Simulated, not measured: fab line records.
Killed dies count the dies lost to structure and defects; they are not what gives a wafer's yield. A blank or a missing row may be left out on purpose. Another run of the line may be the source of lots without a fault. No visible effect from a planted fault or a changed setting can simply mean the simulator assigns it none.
8D (eight disciplines) problem report, filled in by code ; flow nand harc ; the parts of the form that need people (team, actions taken, sign-off) are left out

## 1. WHAT IS WRONG
At NHARC_A_ONON_D1_THK_MEAS_24, thk nm averages 1184 nm over 4 wafers from 2 lots, while fault-free wafers read 1002 nm, standard deviation 9.3. That is +20 standard deviations from the usual mean.
The step: measures by ellipsometry.
Seen first at day 15 22:34 on film metro-02, wafer L293.2. The record has a number at this step for 42 wafers belonging to 14 lots. The rule behind "out" and "out of limits": a value lying over 4 standard deviations away from the usual mean. The other wafers with a number count as sound.

## 2. WHAT IT IS, AND WHAT IT ISN'T
question;is;is not
which readings at this step;thk nm;-
which lots;L293, L296;L276, L278, L279, L280, L281, L283, L284, L285, L286, L287, L289, L297
which wafers of those lots;L293.2, L293.5, L296.4, L296.5;L293.6, L296.1
read on which gauges;film metro-01, film metro-02;-
when;from day 15 22:34;"up to then (34 sound wafers); but 4 sound wafers of L296, L297 came after"

## 3. SUSPECTS, AND WHAT RULES EACH OUT
Counting: if a tool at a process step up to the reading ran every lot that is out, it stays a suspect. Sound lots after the first of them don't rule it out here, since some wafers of a struck lot are sound.
- the gauge at NHARC_A_ONON_D1_THK_MEAS_24 has been ruled out. The wafers that are out were read on 2 gauges (film metro-01, film metro-02).
- pecvd onon-01 at NHARC_A_ONON_D1_DEP_22 (target thk 1000 nm): kept. It ran every lot that is out, first L293 (day 15 22:07); its last sound lot up to then is L283 (day 11 07:54).
Left after counting: pecvd onon-01 at NHARC_A_ONON_D1_DEP_22.

## 4. THE CAUSE (what the simulator had put in)
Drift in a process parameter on pecvd onon-01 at NHARC_A_ONON_D1_DEP_22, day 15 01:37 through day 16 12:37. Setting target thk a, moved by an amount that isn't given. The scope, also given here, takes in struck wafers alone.
Counting left only this tool.

## 5. SEQUENCE OF EFFECTS, ordered by route
Each row: a reading where the mean over the struck wafers with a number is more than 3 standard deviations away from the usual. Only readings for which the record gives a usual standard deviation are gone through. hours: the time from each lot's start at the first step in this table that gives one to its start at this step, as a median over the lots. sigmas: the change in usual standard deviations.
hours;step;reading;usual;on struck wafers;change;sigmas
0;NHARC_A_ONON_D1_THK_MEAS_24;thk nm;1002 nm;1184;+182;+20

## 6. HOW IT WOULD HAVE BEEN CAUGHT EARLIER
The first out-of-limits reading at a measuring or inspecting step in this record came at day 15 22:34, 21 hours after the fault's start at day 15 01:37.
An alarm limit of 4 standard deviations would not have fired on the tool readings at NHARC_A_ONON_D1_DEP_22 for which the record gives a usual standard deviation, since none of them was out on any struck wafer.
Among the 2 lots that are out, L296 began NHARC_A_ONON_D1_DEP_22 on pecvd onon-01 after day 15 22:34. Putting the tool on hold at that point would have spared it.
